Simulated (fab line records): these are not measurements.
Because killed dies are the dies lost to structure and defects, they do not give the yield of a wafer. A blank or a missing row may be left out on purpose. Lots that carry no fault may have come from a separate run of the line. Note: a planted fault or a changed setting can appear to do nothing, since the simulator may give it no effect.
Problem report in the 8D (eight disciplines) form, filled by code ; flow nand-harc ; the parts of the form that need people (team, actions taken, sign-off) are left out

== 1. WHAT WENT WRONG ==
run-length-s at NHARC_A_BLC_ETCH_17 reads a mean of 605.8 s on 3 wafers of 2 lots; wafers without a fault read 630.6 s with a standard deviation of 0.48. That is -52 standard deviations from the usual mean.
The step: etches the open film in N2/H2, target depth 390 nm, time 609.38 s.
Earliest sighting: wafer L814.2 on rie-diel-03 at day 31 13:32. The record holds 35 wafers of 12 lots with a number at this step. The rule behind "out" and "out of limits": a value lying over 4 standard deviations away from the usual mean. All remaining wafers that have a number are taken as sound.

== 2. WHAT IT IS, WHAT IT ISN'T ==
question;is;is not
which readings at this step;run-length-s;drypump-motor-current-A, n2-flow-sccm, oes-product-au, rf-vpp-V, showerhead-plenum-p-Torr, throttle-valve-pct
which lots;L814, L816;L794, L795, L796, L798, L799, L802, L804, L806, L807, L809
which wafers of those lots;L814.2, L816.1, L816.5;L814.4, L816.4
read on which tools;rie-diel-03;rie-diel-06
when;from day 31 13:32;"up to then (31 sound wafers); but 1 sound wafer of L816 came after"

== 3. SUSPECTS, AND WHAT RULES EACH OUT ==
Counting: any tool at a process step up to the reading remains a suspect provided it ran every lot that is out. Sound lots after the first of them don't rule it out here, since some wafers of a struck lot are sound.
- ald-metal-04 at NHARC_A_CONTACT_ALD_18 (deposits TiN, target thk 3 nm, pulse time 1 s, ald cycles 150): kept. Ran every lot that is out, first one L814 (day 31 11:10); last sound lot up to then L799 (day 25 08:17).
- rie-diel-03 at NHARC_A_BLC_ETCH_17 (etches the open film in N2/H2, target depth 390 nm, time 609.38 s): kept. Ran every lot that is out, first one L814 (day 31 13:32); last sound lot up to then L807 (day 28 21:44). Its own readings are out on those wafers: run-length-s.
- In rie-diel-03 at NHARC_A_BLC_ETCH_17, the wafers that are out were processed in chamber 0 and their sound lot-mates in chambers 2, 3.
Remaining after the count are ald-metal-04 at NHARC_A_CONTACT_ALD_18 and rie-diel-03 at NHARC_A_BLC_ETCH_17.

== 4. THE CAUSE (what the simulator had put in) ==
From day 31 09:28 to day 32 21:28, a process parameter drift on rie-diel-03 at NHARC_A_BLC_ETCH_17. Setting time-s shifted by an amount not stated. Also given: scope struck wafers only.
2 suspects survive the count, and this tool is in that group.

== 5. THE EFFECT CHAIN, in route order ==
One row per reading whose mean, taken over the struck wafers that have a number, lies over 3 standard deviations from the usual. Scope: only readings with a usual standard deviation given in the record; hours: median across lots of the time from each lot's start at the first step in this table that gives one to its start at this step; sigmas: change in usual standard deviations.
hours;step;reading;usual;on struck wafers;change;sigmas
0;NHARC_A_BLC_ETCH_17;run-length-s;630.6 s;605.8;-24.8;-52
The process steps in it:
- NHARC_A_BLC_ETCH_17: etches the open film in N2/H2, target depth 390 nm, time 609.38 s.

== 6. WHAT WOULD HAVE CAUGHT IT SOONER ==
The fault began at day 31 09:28; the first out-of-limits reading in this record came at day 31 13:32, 4 hours later.
